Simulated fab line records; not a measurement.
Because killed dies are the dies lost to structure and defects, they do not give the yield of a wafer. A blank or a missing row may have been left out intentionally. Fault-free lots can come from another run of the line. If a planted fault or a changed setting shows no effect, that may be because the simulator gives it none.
Matching of chambers + flow n5Finfet + N5_FIN_SAQP_ETCH_52 on rieDiel-05 has 4 sister chambers
The step etches SOC in N2/H2, target depth 100 nm, overetch 20 nm, time 150 s. 8 wafers are shown with their chamber, then 9 later ones without.

## EACH WAFER AND ITS CHAMBER
| wafer  | chamber | drypumpMotorCurrentA (A) | showerheadPlenumPTorr (Torr) |
|--------|---------|--------------------------|------------------------------|
| L079.5 | 2       | 5.9                      | 2.36                         |
| L081.5 | 2       | 5.8                      | 2.36                         |
| L082.1 | 3       | 4.9                      | 2.72                         |
| L082.2 | 1       | 5.5                      | 2.61                         |
| L082.4 | 0       | 5.4                      | 2.52                         |
| L084.4 | 3       | 4.9                      | 2.72                         |
| L084.5 | 0       | 5.4                      | 2.52                         |
| L084.6 | 1       | 5.4                      | 2.60                         |

## WAFERS WHOSE CHAMBER IS MISSING
| wafer  | drypumpMotorCurrentA (A) | showerheadPlenumPTorr (Torr) |
|--------|--------------------------|------------------------------|
| L086.2 | 5.9                      | 2.35                         |
| L086.5 | 4.9                      | 2.72                         |
| L086.6 | 5.4                      | 2.52                         |
| L093.2 | 4.9                      | 2.71                         |
| L093.3 | 5.5                      | 2.59                         |
| L093.4 | 5.4                      | 2.51                         |
| L096.1 | 4.9                      | 2.71                         |
| L096.2 | 5.4                      | 2.51                         |
| L096.4 | 5.5                      | 2.59                         |

## CHAMBER TAKEN BY EACH
| wafer  | from the rows above | in truth |
|--------|---------------------|----------|
| L086.2 | 2                   | 2        |
| L086.5 | 3                   | 3        |
| L086.6 | 0                   | 0        |
| L093.2 | 3                   | 3        |
| L093.3 | 1                   | 1        |
| L093.4 | 0                   | 0        |
| L096.1 | 3                   | 3        |
| L096.2 | 0                   | 0        |
| L096.4 | 1                   | 1        |
Correct placement for 9 of the 9. From these rows, 0 cannot be placed. Placed wrongly: 0.
How it was worked out, from the rows above alone: a wafer's distance from a chamber is the root of the sum, over the readings, of the square of ((its reading less the chamber's mean) divided by the reading's scatter). The wafer belongs to the nearest chamber; if the next one is less than 2 further off, it can't be placed. The mean given for a chamber averages the wafers shown for that chamber. The scatter is the square root of a quotient: the sum, over the shown wafers, of each reading's squared deviation from its chamber's mean, divided by wafers minus chambers.
